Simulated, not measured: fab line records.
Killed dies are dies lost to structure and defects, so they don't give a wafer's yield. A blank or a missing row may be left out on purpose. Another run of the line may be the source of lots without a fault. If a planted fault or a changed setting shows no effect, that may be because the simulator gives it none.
Struck lot and sound lot, side by side	flow n5_finfet	15 steps out of a route of 1938
Sound: these wafers, L378.1, L378.3, L378.6. Struck: wafers L384.3, L384.6. The cause comes at the end.
For every step that has rows: the tool of each side, followed by ch and its chambers, followed by its first start. Under that, the readings that differ: sound wafers	struck wafers	difference of the means	sigmas: that difference in standard deviations of wafers without a fault.
alike: a reading whose means differ by less than 2 such deviations, as well as words and numbers matching on both sides. not compared: withheld readings; readings where some wafer has no value; bounds like >300 that might hide an equal value; numbers whose values overlap and for which the record gives no deviation.
A row with sigmas, a row that says differs or no value, or rows on one side alone: a step with any of these is where the two part. Numbers that have no deviation but don't overlap get no sigmas and don't part them. A reading that every wafer of one side lacks parts them only if that side has two wafers or more.

first, 3 steps without rows for these wafers: N5_BEOL_M6_EXPOSE_25 (exposes mask V5, target cd 40 nm); N5_BEOL_M6_PEB_26 (peb time 60 s); N5_BEOL_M6_DEVELOP_27 (develop time 30 s).
N5_BEOL_M6_CD_MEAS_28: the cd target is 40 nm.
  sound on cd_sem-02 ch 0, day 11 15:40; struck on cd_sem-01 ch 0, day 13 14:05
  alike: cd_nm
N5_BEOL_M6_OVL_MEAS_29:
  sound on overlay-02 ch 0, day 11 15:42; struck on overlay-01 ch 0, day 13 14:07
  alike: V5_OVL
N5_BEOL_M6_INSPECT_30: inspects for defects (brightfield).
  struck on defect_inspect-02, day 13 14:10; sound on defect_inspect-02, day 11 15:46
  alike: raw_defect_count
N5_BEOL_M6_DESCUM_33: chemistry O2, time 7 s.
  sound on rie_diel-01 ch 0,2,3, day 11 15:48; struck on rie_diel-02 ch 0,1, day 13 14:12
reading	sound	struck	difference	sigmas
rf_vpp_V (V)	243.5 242.0 242.0	245.0 246.1	+3.1	+3
  alike: drypump_motor_current_A, oes_product_au, showerhead_plenum_p_Torr, throttle_valve_pct
  not compared: rf_hours_counter_h
N5_BEOL_M6_ETCH_72: etches underlayer in N2/H2, target depth 6.5 nm, time 5.2 s.
  sound on rie_diel-01 ch 0,2,3, day 11 15:50; struck on rie_diel-02 ch 0,1, day 13 14:14
  alike: drypump_motor_current_A, etch_rf_on_time_s, oes_product_au, rf_vpp_V, showerhead_plenum_p_Torr, throttle_valve_pct
  not compared: rf_hours_counter_h
N5_BEOL_M6_ETCH_65: etches SiARC in CF4, target depth 15.6 nm, time 26 s.
  sound on rie_diel-01 ch 0,2,3, day 11 15:51; struck on rie_diel-02 ch 0,1, day 13 14:15
  alike: drypump_motor_current_A, etch_rf_on_time_s, oes_product_au, rf_vpp_V, showerhead_plenum_p_Torr, throttle_valve_pct
  not compared: rf_hours_counter_h
N5_BEOL_M6_ETCH_66: etches SOC in N2/H2, target depth 80 nm, overetch 16 nm, time 120 s.
  sound on rie_diel-01 ch 0,2,3, day 11 15:53; struck on rie_diel-02 ch 0,1, day 13 14:17
  alike: drypump_motor_current_A, oes_product_au, rf_vpp_V, run_length_s, showerhead_plenum_p_Torr, throttle_valve_pct
  not compared: rf_hours_counter_h
then, 2 steps without rows for these wafers: N5_BEOL_M6_STRIP_69 (strips in N2/H2); N5_BEOL_M6_STRIP_73 (strips in N2/H2).
N5_BEOL_M6_VIA_ETCH_34: etches SiCOH lowk in C4F6/O2, target depth 126.3 nm, time 50.9 s.
  sound on rie_diel-01 ch 0,2,3, day 11 15:59; struck on rie_diel-02 ch 0,1, day 13 14:23
reading	sound	struck	difference	sigmas
run_length_s (s)	74.1 73.7 74.1	90.3 90.7	+16.5	+50
model.etch.depth_nm (nm)	126.6 125.6 123.4	161 164.7	+38	
model.SOC_of_BEOL_M6_COAT_63.thk_nm (nm)	54 54 54	52.4 52	-1.8	
  alike: O2_flow_sccm, drypump_motor_current_A, oes_product_au, rf_vpp_V, showerhead_plenum_p_Torr, throttle_valve_pct
  not compared: rf_hours_counter_h
then, 1 step without rows for these wafers: N5_BEOL_M6_STRIP_76 (strips in C4F6/O2).
-- a jump in the record: the struck wafers' starts before and after are 3 days apart (it breaks off in module BEOL_M6 and resumes in module PASSIVATION, where the first step shown is number 1936 of the route) --
N5_PASSIVATION_PROBE_49:
  struck on prober-01, day 17 01:45; sound on prober-02, day 15 09:20
  alike: defect_limited_yield, killed_at_M0_to_M3, killed_at_M4_up, killed_at_contacts, killed_at_front_end, killed_at_other, killed_dies, killed_open, killed_short, sort_bin_5_function, sort_bin_6_memory, sort_n_pass, sort_yield_pct

== WHERE THEY PART ==
At N5_BEOL_M6_DESCUM_33 first; at N5_BEOL_M6_VIA_ETCH_34 last (within this record only). Later steps at which nothing parts them and some readings are alike: N5_PASSIVATION_PROBE_49.

WHY: whatever the simulator had introduced
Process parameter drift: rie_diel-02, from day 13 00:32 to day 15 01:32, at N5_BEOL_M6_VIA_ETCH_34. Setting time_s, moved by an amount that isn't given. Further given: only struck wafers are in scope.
